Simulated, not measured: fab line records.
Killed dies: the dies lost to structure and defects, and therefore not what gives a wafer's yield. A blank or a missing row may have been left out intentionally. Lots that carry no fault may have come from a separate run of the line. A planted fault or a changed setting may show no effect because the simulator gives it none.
fab line records | flow nand_harc
record lots=11 | wafers=33 | last_day=34
route steps=1302 shown A_DECK1_JOINT@527 A_CHANNEL_HOLE_D2@579 END@1302
lots that met no fault: taken from a fault-free run of the same line
start_h: start of the lot's first displayed wafer, in hours after the record's first day | wait_h: hours from the lot's prior step to this one | " unchanged from the row above | L1.1+2: a row that stands for several wafers | - no value, or no start given | * or withheld: withheld | < > ~ a bound
route shown NAME@n: a module of which the file shows steps, and the number in the route of the first | usual: mean/standard deviation of fault-free wafers | same: alike in all rows | chamber/n: place in a boat | sites: each site's reading | _std_site: standard deviation across them | _edge_site: the outer-site mean with the inner-site mean subtracted | radius_mm: how far each site lies from the wafer's centre | mask NAME#n: copy n | behind: the tool/chamber that last shaped the wafer | hold: the reason the lot was held/the length of the hold in hours/how it ended | device: the n, p or np transistor that did not switch | end of line: tests of these same wafers at the route's end | a step with no rows: only its recipe | killed: not the wafer's yield, but the dies lost to structure and defects at the first sort | map: a wafer's dies, x killed, . not, _ none there
set.NAME: the run value of the setting; set.NAME@STEP: its run value at that earlier step | model.NAME: the simulator's own value behind a step, which no gauge read
one table for each step of the route and one row for each wafer, over a sample of lots
services: a tool's chamber out of use, with start hour (start_h, from the record's first day; less than 0 if before it), hours out, and reason
## steps
# step NHARC_A_DECK1_JOINT_CMP_13
# recipe target_thk_nm=51.023
# usual motor_current_A=11.9/1.6 | time_to_endpoint_s=8.2/2.1
lot.wafer | tool   | chamber | start_h | wait_h | motor_current_A | time_to_endpoint_s
L716.1    | cmp-03 | 3       | 274.42  | 0.4    | 11.2            | 9.9
L716.2    | "      | 2       | "       | "      | 12.1            | 7.9
L716.5    | "      | 0       | "       | "      | 8.2             | 8.9
L722.4    | cmp-01 | 0       | 332.58  | 0.4    | 13.3            | 12.1
L722.1    | "      | 1       | "       | "      | 12.9            | 8.9
L722.2    | "      | 2       | "       | "      | 12.9            | 10.5
L723.1    | cmp-04 | 3       | 348.05  | 0.4    | 13.5            | 11.3
L723.2    | "      | 0       | "       | "      | 11.4            | 8.4
L723.3    | "      | 1       | "       | "      | 12.7            | 10.1
L725.1    | cmp-03 | 2       | 362.54  | 0.4    | 12.9            | 2.8
L725.4    | "      | 3       | "       | "      | 11.4            | 6.0
L725.3    | "      | 0       | "       | "      | 7.9             | 6.2
L729.4    | cmp-04 | 1       | 405.04  | 0.4    | 13.7            | 4.6
L729.2    | "      | 3       | "       | "      | 13.1            | 5.0
L729.6    | "      | 1       | "       | "      | 13.1            | 8.2
L728.1    | cmp-01 | 2       | 405.07  | 0.4    | 13.0            | 9.5
L728.6    | "      | 1       | "       | "      | 13.3            | 6.6
L728.5    | "      | 2       | "       | "      | 13.2            | 9.9
L730.1    | cmp-03 | 0       | 416.90  | 0.4    | 8.5             | 4.9
L730.4    | "      | 3       | "       | "      | 11.7            | 5.6
L730.5    | "      | 1       | "       | "      | 11.0            | 6.8
L731.3    | cmp-03 | 0       | 424.57  | 0.4    | 8.1             | 7.5
L731.2    | "      | 1       | "       | "      | 10.3            | 7.6
L731.1    | "      | 3       | "       | "      | 11.3            | 9.1
L733.4    | cmp-01 | 1       | 436.93  | 0.4    | 13.6            | 9.0
L733.2    | "      | 2       | "       | "      | 13.4            | 8.4
L733.1    | "      | 0       | "       | "      | 13.6            | 10.0
L737.2    | cmp-03 | 2       | 467.89  | 0.4    | 12.5            | 7.7
L737.6    | "      | 0       | "       | "      | 8.6             | 6.0
L737.5    | "      | 1       | "       | "      | 10.0            | 6.3
L736.2    | cmp-04 | 3       | 477.14  | 0.4    | 13.5            | 9.3
L736.1    | "      | 0       | "       | "      | 12.3            | 10.3
L736.6    | "      | 3       | "       | "      | 13.2            | 6.0
# step NHARC_A_CHANNEL_HOLE_D2_EXPOSE_07
# recipe na=1.35 | target_cd_nm=100 | sigma_outer=0.3 | dose_mj=59.65 | mask_id=HOLE_D2
# usual exposure_dose_mJ_cm2=59.64/0.058 | focus_offset_nm=0.0/0.51
lot.wafer | tool            | chamber | start_h | wait_h | mask      | exposure_dose_mJ_cm2 | focus_offset_nm
L716.1    | arfi_scanner-03 | 0       | 314.04  | -      | HOLE_D2#0 | 59.61                | -0.7
L716.2    | "               | 0       | "       | "      | HOLE_D2#0 | 59.65                | 0.4
L716.5    | "               | 0       | "       | "      | HOLE_D2#0 | 59.63                | -0.1
L722.1    | arfi_scanner-02 | 0       | 380.35  | -      | HOLE_D2#0 | 59.62                | 0.4
L722.2    | "               | 0       | "       | "      | HOLE_D2#0 | 59.62                | -0.5
L722.4    | "               | 0       | "       | "      | HOLE_D2#0 | 59.72                | -0.1
L723.1    | arfi_scanner-02 | 0       | 396.18  | -      | HOLE_D2#0 | 57.47                | 0.6
L723.2    | "               | 0       | "       | "      | HOLE_D2#0 | 57.50                | -0.6
L723.3    | "               | 0       | "       | "      | HOLE_D2#0 | 57.37                | -0.7
L725.1    | arfi_scanner-02 | 0       | 403.64  | -      | HOLE_D2#0 | 57.90                | 0.6
L725.3    | "               | 0       | "       | "      | HOLE_D2#0 | 57.94                | -0.1
L725.4    | "               | 0       | "       | "      | HOLE_D2#0 | 57.90                | 0.4
L729.2    | arfi_scanner-01 | 0       | 443.96  | -      | HOLE_D2#0 | 59.61                | 0.0
L729.4    | "               | 0       | "       | "      | HOLE_D2#0 | 59.68                | 0.3
L729.6    | "               | 0       | "       | "      | HOLE_D2#0 | 59.57                | 0.5
L728.1    | arfi_scanner-02 | 0       | 444.11  | -      | HOLE_D2#0 | 58.18                | 0.5
L728.5    | "               | 0       | "       | "      | HOLE_D2#0 | 58.17                | 0.8
L728.6    | "               | 0       | "       | "      | HOLE_D2#0 | 58.15                | 0.7
L730.1    | arfi_scanner-01 | 0       | 463.44  | -      | HOLE_D2#0 | 59.61                | -0.1
L730.4    | "               | 0       | "       | "      | HOLE_D2#0 | 59.63                | 0.2
L730.5    | "               | 0       | "       | "      | HOLE_D2#0 | 59.62                | -0.4
L731.1    | arfi_scanner-03 | 0       | 474.71  | -      | HOLE_D2#0 | 59.60                | 0.2
L731.2    | "               | 0       | "       | "      | HOLE_D2#0 | 59.60                | -0.5
L731.3    | "               | 0       | "       | "      | HOLE_D2#0 | 59.69                | -1.0
L733.1    | arfi_scanner-01 | 0       | 487.18  | -      | HOLE_D2#0 | 59.73                | 0.0
L733.2    | "               | 0       | "       | "      | HOLE_D2#0 | 59.72                | -0.3
L733.4    | "               | 0       | "       | "      | HOLE_D2#0 | 59.69                | 0.5
L737.2    | arfi_scanner-01 | 0       | 514.43  | -      | HOLE_D2#0 | 59.82                | 0.8
L737.5    | "               | 0       | "       | "      | HOLE_D2#0 | 59.68                | 0.7
L737.6    | "               | 0       | "       | "      | HOLE_D2#0 | 59.72                | 0.2
L736.1    | arfi_scanner-03 | 0       | 518.86  | -      | HOLE_D2#0 | 59.60                | 0.6
L736.2    | "               | 0       | "       | "      | HOLE_D2#0 | 59.62                | 0.1
L736.6    | "               | 0       | "       | "      | HOLE_D2#0 | 59.60                | 0.5
# step NHARC_A_CHANNEL_HOLE_D2_CD_MEAS_10
# recipe target_cd_nm=100 | landing_energy_ev=500
# usual cd_nm=100.0/0.44
lot.wafer | tool      | chamber | start_h | wait_h | cd_nm
L716.1    | cd_sem-03 | 0       | 314.18  | -      | 99.8
L716.2    | "         | 0       | "       | "      | 100.2
L716.5    | "         | 0       | "       | "      | 100.3
L722.1    | cd_sem-02 | 0       | 380.49  | -      | 100.2
L722.2    | "         | 0       | "       | "      | 100.2
L722.4    | "         | 0       | "       | "      | 99.3
L723.1    | cd_sem-03 | 0       | 396.32  | -      | 97.8
L723.2    | "         | 0       | "       | "      | 97.7
L723.3    | "         | 0       | "       | "      | 98.0
L725.1    | cd_sem-02 | 0       | 403.78  | -      | 98.5
L725.3    | "         | 0       | "       | "      | 99.7
L725.4    | "         | 0       | "       | "      | 99.2
L729.2    | cd_sem-03 | 0       | 444.09  | -      | 99.6
L729.4    | "         | 0       | "       | "      | 99.6
L729.6    | "         | 0       | "       | "      | 98.7
L728.1    | cd_sem-01 | 0       | 444.25  | -      | 97.9
L728.5    | "         | 0       | "       | "      | 98.1
L728.6    | "         | 0       | "       | "      | 98.9
L730.1    | cd_sem-02 | 0       | 463.58  | -      | 99.6
L730.4    | "         | 0       | "       | "      | 100.1
L730.5    | "         | 0       | "       | "      | 100.7
L731.1    | cd_sem-03 | 0       | 474.84  | -      | 99.6
L731.2    | "         | 0       | "       | "      | 99.9
L731.3    | "         | 0       | "       | "      | 99.8
L733.1    | cd_sem-01 | 0       | 487.32  | -      | 100.2
L733.2    | "         | 0       | "       | "      | 99.9
L733.4    | "         | 0       | "       | "      | 99.1
L737.2    | cd_sem-01 | 0       | 514.57  | -      | 100.2
L737.5    | "         | 0       | "       | "      | 99.7
L737.6    | "         | 0       | "       | "      | 99.1
L736.1    | cd_sem-02 | 0       | 519.00  | -      | 100.5
L736.2    | "         | 0       | "       | "      | 100.3
L736.6    | "         | 0       | "       | "      | 100.2
# step NHARC_A_CHANNEL_HOLE_D2_ETCH_20
# recipe bias_v=3000 | source_w=withheld | pressure_mtorr=20 | time_s=361.9 | ar_flow_sccm=375 | c4f8_flow_sccm=89.3 | o2_flow_sccm=35.7 | temp_c=-20 | target_depth_a=16000 | chemistry=C4F8/O2/Ar
# usual chamber_pressure_mTorr=20.000/0.018 | drypump_motor_current_A=5.74/0.15 | showerhead_plenum_p_Torr=3.65/0.15 | throttle_valve_pct=32.154/0.0099
lot.wafer | tool        | chamber | start_h | wait_h | chamber_pressure_mTorr | drypump_motor_current_A | rf_hours_counter_h | showerhead_plenum_p_Torr | throttle_valve_pct
L716.2    | har_etch-02 | 0       | 315.87  | 0.1    | 20.005                 | 5.76                    | 363                | 3.47                     | 32.138
L716.1    | "           | 1       | "       | "      | 20.008                 | 5.92                    | 378                | 3.72                     | 32.149
L716.5    | "           | 0       | "       | "      | 19.994                 | 5.76                    | -                  | 3.47                     | 32.167
L722.2    | har_etch-01 | 0       | 381.97  | 0.1    | 19.998                 | 5.58                    | 199                | 3.50                     | 32.173
L722.1    | "           | 1       | "       | "      | 20.006                 | 5.61                    | 199                | 3.61                     | 32.148
L722.4    | "           | 0       | "       | "      | 20.026                 | 5.59                    | -                  | 3.50                     | 32.139
L723.1    | har_etch-02 | 1       | 398.03  | 0.1    | 19.986                 | 5.93                    | 4                  | 3.70                     | 32.167
L723.2    | "           | 0       | "       | "      | 20.007                 | 5.79                    | 4                  | 3.93                     | 32.148
L723.3    | "           | 0       | "       | "      | 19.977                 | 5.80                    | -                  | 3.93                     | 32.146
L725.1    | har_etch-02 | 1       | 405.26  | 0.1    | 19.970                 | 5.95                    | 8                  | 3.70                     | 32.152
L725.4    | "           | 1       | "       | "      | 20.032                 | 5.93                    | -                  | 3.70                     | 32.152
L725.3    | "           | 0       | "       | "      | 20.021                 | 5.76                    | -                  | 3.93                     | 32.165
L729.2    | har_etch-02 | 1       | 445.57  | 0.1    | 19.982                 | 5.93                    | 31                 | 3.68                     | 32.158
L729.4    | "           | 1       | "       | "      | 19.961                 | 5.95                    | -                  | 3.68                     | 32.160
L729.6    | "           | 1       | "       | "      | 19.994                 | 5.95                    | -                  | 3.68                     | 32.164
L728.1    | har_etch-01 | 1       | 445.73  | 0.1    | 19.969                 | 5.57                    | 245                | 3.59                     | 32.156
L728.6    | "           | 1       | "       | "      | 19.991                 | 5.60                    | -                  | 3.59                     | 32.145
L728.5    | "           | 0       | "       | "      | 20.033                 | 5.59                    | -                  | 3.48                     | 32.143
L730.1    | har_etch-01 | 0       | 465.11  | 0.1    | 19.987                 | 5.58                    | 248                | 3.47                     | 32.148
L730.4    | "           | 1       | "       | "      | 19.993                 | 5.61                    | -                  | 3.58                     | 32.139
L730.5    | "           | 1       | "       | "      | 20.005                 | 5.59                    | -                  | 3.58                     | 32.142
L731.1    | har_etch-02 | 1       | 478.78  | 0.1    | 19.994                 | 5.96                    | 46                 | 3.67                     | 32.169
L731.2    | "           | 0       | "       | "      | 19.957                 | 5.78                    | 46                 | 3.91                     | 32.142
L731.3    | "           | 1       | "       | "      | 19.989                 | 5.95                    | -                  | 3.68                     | 32.151
L733.1    | har_etch-02 | 1       | 490.94  | 0.1    | 19.990                 | 5.94                    | 57                 | 3.67                     | 32.165
L733.2    | "           | 0       | "       | "      | 20.012                 | 5.76                    | 57                 | 3.90                     | 32.152
L733.4    | "           | 1       | "       | "      | 19.966                 | 5.98                    | -                  | 3.67                     | 32.165
L737.2    | har_etch-01 | 0       | 517.13  | 0.1    | 19.968                 | 5.57                    | 286                | 3.45                     | 32.138
L737.6    | "           | 1       | "       | "      | 20.014                 | 5.61                    | -                  | 3.56                     | 32.173
L737.5    | "           | 0       | "       | "      | 19.968                 | 5.57                    | -                  | 3.45                     | 32.148
L736.2    | har_etch-01 | 0       | 521.23  | 0.1    | 20.005                 | 5.58                    | 290                | 3.45                     | 32.158
L736.1    | "           | 1       | "       | "      | 19.990                 | 5.59                    | 290                | 3.56                     | 32.152
L736.6    | "           | 0       | "       | "      | 20.018                 | 5.57                    | -                  | 3.45                     | 32.163
# step NHARC_A_CHANNEL_HOLE_D2_ETCH_25
# recipe bias_v=5000 | source_w=withheld | pressure_mtorr=20 | time_s=1040.2 | ar_flow_sccm=375 | c4f8_flow_sccm=93.8 | o2_flow_sccm=31.2 | temp_c=-20 | target_depth_a=15000 | chemistry=C4F8/O2/Ar
# usual chamber_pressure_mTorr=20.000/0.016 | drypump_motor_current_A=5.74/0.15 | showerhead_plenum_p_Torr=3.64/0.15 | throttle_valve_pct=32.235/0.0094
lot.wafer | tool        | chamber | start_h | wait_h | chamber_pressure_mTorr | drypump_motor_current_A | rf_hours_counter_h | showerhead_plenum_p_Torr | throttle_valve_pct
L716.2    | har_etch-02 | 0       | 318.65  | 0.6    | 19.987                 | 5.77                    | 366                | 3.47                     | 32.227
L716.1    | "           | 1       | "       | "      | 19.987                 | 5.98                    | 381                | 3.72                     | 32.227
L716.5    | "           | 0       | "       | "      | 20.028                 | 5.74                    | -                  | 3.47                     | 32.245
L722.2    | har_etch-01 | 0       | 384.75  | 0.6    | 20.019                 | 5.58                    | 202                | 3.49                     | 32.228
L722.1    | "           | 1       | "       | "      | 20.006                 | 5.60                    | 202                | 3.60                     | 32.241
L722.4    | "           | 0       | "       | "      | 19.997                 | 5.59                    | -                  | 3.49                     | 32.241
L723.1    | har_etch-02 | 1       | 400.83  | 0.6    | 19.992                 | 5.97                    | 7                  | 3.69                     | 32.241
L723.2    | "           | 0       | "       | "      | 20.005                 | 5.76                    | 7                  | 3.92                     | 32.228
L723.3    | "           | 0       | "       | "      | 19.990                 | 5.76                    | -                  | 3.92                     | 32.243
L725.1    | har_etch-02 | 1       | 408.06  | 0.6    | 19.988                 | 5.96                    | 10                 | 3.69                     | 32.228
L725.4    | "           | 1       | "       | "      | 19.956                 | 5.95                    | -                  | 3.69                     | 32.234
L725.3    | "           | 0       | "       | "      | 19.963                 | 5.76                    | -                  | 3.92                     | 32.233
L729.2    | har_etch-02 | 1       | 448.36  | 0.6    | 20.000                 | 5.97                    | 33                 | 3.68                     | 32.241
L729.4    | "           | 1       | "       | "      | 20.035                 | 5.96                    | -                  | 3.68                     | 32.244
L729.6    | "           | 1       | "       | "      | 20.022                 | 5.95                    | -                  | 3.68                     | 32.224
L728.1    | har_etch-01 | 1       | 448.51  | 0.6    | 19.997                 | 5.60                    | 247                | 3.58                     | 32.232
L728.6    | "           | 1       | "       | "      | 19.992                 | 5.58                    | -                  | 3.58                     | 32.249
L728.5    | "           | 0       | "       | "      | 20.013                 | 5.57                    | -                  | 3.47                     | 32.226
L730.1    | har_etch-01 | 0       | 467.99  | 0.7    | 19.988                 | 5.60                    | 251                | 3.47                     | 32.235
L730.4    | "           | 1       | "       | "      | 19.972                 | 5.61                    | -                  | 3.58                     | 32.229
L730.5    | "           | 1       | "       | "      | 19.998                 | 5.62                    | -                  | 3.58                     | 32.230
L731.1    | har_etch-02 | 1       | 481.56  | 0.6    | 20.019                 | 5.96                    | 48                 | 3.67                     | 32.227
L731.2    | "           | 0       | "       | "      | 19.994                 | 5.78                    | 48                 | 3.90                     | 32.240
L731.3    | "           | 1       | "       | "      | 20.006                 | 5.99                    | -                  | 3.67                     | 32.230
L733.1    | har_etch-02 | 1       | 493.73  | 0.6    | 20.029                 | 5.96                    | 60                 | 3.66                     | 32.239
L733.2    | "           | 0       | "       | "      | 19.998                 | 5.81                    | 60                 | 3.89                     | 32.223
L733.4    | "           | 1       | "       | "      | 20.002                 | 5.96                    | -                  | 3.66                     | 32.232
L737.2    | har_etch-01 | 0       | 520.01  | 0.6    | 19.988                 | 5.58                    | 289                | 3.45                     | 32.224
L737.6    | "           | 1       | "       | "      | 19.995                 | 5.60                    | -                  | 3.56                     | 32.227
L737.5    | "           | 0       | "       | "      | 19.980                 | 5.58                    | -                  | 3.45                     | 32.226
L736.2    | har_etch-01 | 0       | 524.01  | 0.6    | 20.010                 | 5.59                    | 293                | 3.45                     | 32.226
L736.1    | "           | 1       | "       | "      | 19.995                 | 5.61                    | 293                | 3.56                     | 32.240
L736.6    | "           | 0       | "       | "      | 19.980                 | 5.59                    | -                  | 3.45                     | 32.255
# step NHARC_END_SORT_01
# recipe temp_c=25
# usual killed_at_array=57/18 | killed_at_other=0.8/1 | killed_at_periphery=3.9/2.8 | killed_dies=62/18 | killed_open=3.4/1.8 | killed_short=2.2/1.6
# same gross_dies=677
lot.wafer | tool      | chamber | start_h | wait_h | killed_at_array | killed_at_other | killed_at_periphery | killed_dies | killed_open | killed_short
L729.2    | prober-02 | 0       | 705.65  | 2.8    | 82              | 0               | 0                   | 82          | 4           | 5
# killed by level:class
L729.2 A_CHANNEL_HOLE_D1:chamber_film_flake=33 A_SLIT:chamber_film_flake=31 A_CONTACT:chamber_film_flake=6 A_DECK1_JOINT:geometric_particle:short=2 A_ONON_D2:geometric_particle:open=2 A_CHANNEL_FILL_D2:chamber_film_flake=2 A_CHANNEL_FILL_D1:geometric_particle:short=1 A_CHANNEL_FILL_D2:geometric_particle:open=1
## services
tool            | chamber | start_h | hours | kind
arfi_scanner-01 | -       | 252.00  | 4.0   | pm
cmp-01          | -       | 252.62  | 6.6   | repair
cmp-04          | -       | 258.68  | 0.9   | repair
cmp-03          | -       | 260.06  | 4.0   | pm
arfi_scanner-02 | -       | 274.30  | 1.7   | repair
cmp-01          | -       | 283.59  | 4.0   | pm
cmp-03          | -       | 290.37  | 2.7   | repair
arfi_scanner-03 | -       | 300.48  | 1.6   | repair
cmp-04          | -       | 307.11  | 4.0   | pm
arfi_scanner-02 | -       | 312.00  | 4.0   | pm
cmp-03          | -       | 327.36  | 4.2   | repair
cmp-03          | -       | 340.83  | 1.1   | repair
arfi_scanner-02 | -       | 355.20  | 0.9   | repair
cmp-03          | -       | 358.06  | 4.0   | pm
har_etch-02     | -       | 377.00  | 17.0  | pm
arfi_scanner-01 | -       | 397.17  | 2.7   | repair
arfi_scanner-01 | -       | 424.00  | 4.0   | pm
cmp-03          | -       | 426.93  | 0.4   | repair
har_etch-02     | -       | 441.44  | 0.3   | repair
cmp-03          | -       | 456.06  | 4.0   | pm
cmp-03          | -       | 464.84  | 0.8   | repair
arfi_scanner-02 | -       | 484.00  | 4.0   | pm
cmp-03          | -       | 484.90  | 0.9   | repair
cmp-03          | -       | 494.66  | 0.5   | repair
## key
first_sign step=NHARC_A_CHANNEL_HOLE_D2_EXPOSE_07 | reading=exposure_dose_mJ_cm2 | direction=down | sigmas=31 | usual=59.64 | struck=57.84
effect step=NHARC_A_CHANNEL_HOLE_D2_CD_MEAS_10 | reading=cd_nm | direction=down | sigmas=3.5 | usual=100.0 | struck=98.4 | through=control_loop
met_at NHARC_A_CHANNEL_HOLE_D2_EXPOSE_07
struck_lots L723,L725,L728
tester_left_out L723,L725,L728
loop_trim step=NHARC_A_CHANNEL_HOLE_D2_EXPOSE_07 | setting=dose | lots=L725,L728
not_acting_at NHARC_A_DECK1_JOINT_CMP_13,NHARC_A_CHANNEL_HOLE_D2_ETCH_20,NHARC_A_CHANNEL_HOLE_D2_ETCH_25
onset_between 380.35 396.18
fault kind=process_parameter_drift | tool=arfi_scanner-02 | chamber=- | onset_h=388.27 | steps=NHARC_A_CHANNEL_HOLE_D2_EXPOSE_07 | channel=dose_mj | offset=-2.1986 | shape=step | acts_in=these_recipes_only | stated=59.65
# tester_left_out: of these lots the tester's yield and bins aren't shown, on N5 and GAA mostly nor the transistor test; their killed dies are dies lost to structure and defects alone, not to doping, threshold or leakage, so they don't give the yield
# loop_trim: a control loop set the setting to another value than it would have without faults
